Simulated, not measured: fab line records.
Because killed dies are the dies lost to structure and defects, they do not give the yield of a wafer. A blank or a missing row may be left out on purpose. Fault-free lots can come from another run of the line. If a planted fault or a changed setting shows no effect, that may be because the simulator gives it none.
Matching of chambers	flow nand_harc	NHARC_P_ZERO_WELL_DESCUM_39 on rie_diel-09 has 4 sister chambers
The step chemistry O2, time 3 s. 22 wafers are shown with their chamber, then 11 later ones without.

WAFERS, EACH WITH ITS CHAMBER
wafer	chamber	showerhead_plenum_p_Torr (Torr)	oes_product_au (a.u.)	rf_vpp_V (V)
L075.1	0	1.93	1.000	57.7
L075.2	3	1.85	1.018	58.4
L075.5	2	2.02	1.001	59.2
L077.1	3	1.85	1.015	56.9
L077.5	1	2.00	0.999	57.7
L077.6	0	1.93	1.011	58.0
L078.2	2	2.02	0.991	57.4
L078.4	3	1.85	1.008	55.4
L078.5	0	1.92	1.006	57.9
L079.2	1	2.00	0.992	56.8
L079.3	0	1.92	1.005	57.9
L079.5	1	2.00	1.000	57.7
L080.4	0	1.92	0.995	58.7
L080.5	2	2.02	0.986	58.6
L080.6	3	1.84	1.018	57.4
L084.2	2	2.02	0.995	58.1
L084.3	3	1.84	1.017	58.1
L084.6	3	1.84	1.017	57.7
L087.1	3	1.84	1.014	57.3
L087.3	1	2.00	0.999	58.3
L087.4	2	2.01	1.005	58.4
L088.1	2	2.01	1.002	58.5

SIGNATURES, as means of the wafers listed above
reading	chamber 0	chamber 1	chamber 2	chamber 3	scatter within a chamber
showerhead_plenum_p_Torr	1.9240	2.0000	2.0167	1.8443	0.00486
oes_product_au	1.00340	0.99750	0.99667	1.01529	0.00543
rf_vpp_V	58.040	57.625	58.367	57.314	0.719
Rule: for each reading, subtract the chamber's mean from the wafer's reading, divide by that reading's scatter and square the result; add these up over the readings and take the root, which gives the wafer's distance from the chamber. If the next closest chamber is less than 2 further off than the closest, the wafer can't be placed; otherwise it belongs to the closest. The scatter is the square root of a quotient: the sum, over the shown wafers, of each reading's squared deviation from its chamber's mean, divided by wafers minus chambers.

WAFERS WHOSE CHAMBER IS MISSING
wafer	showerhead_plenum_p_Torr (Torr)	oes_product_au (a.u.)	rf_vpp_V (V)
L088.2	1.84	1.014	57.2
L088.4	2.00	0.987	58.7
L093.1	1.83	1.000	56.7
L093.4	1.91	1.008	57.7
L093.5	1.99	1.002	58.1
L094.1	2.01	0.995	57.5
L094.3	1.91	1.006	57.1
L094.5	1.91	1.015	58.0
L096.1	2.01	0.992	58.3
L096.4	1.83	1.010	57.3
L096.5	1.91	0.991	58.8

CHAMBER TAKEN BY EACH
wafer	from the rows above	in truth
L088.2	3	3
L088.4	can't be placed: 1 or 2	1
L093.1	3	3
L093.4	0	0
L093.5	1	1
L094.1	can't be placed: 2 or 1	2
L094.3	0	0
L094.5	0	0
L096.1	can't be placed: 2 or 1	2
L096.4	3	3
L096.5	0	0
8 of 11 placed correctly. Unplaceable from these rows: 3, with the true chamber sitting among the candidates in 3. Wrongly placed: 0.
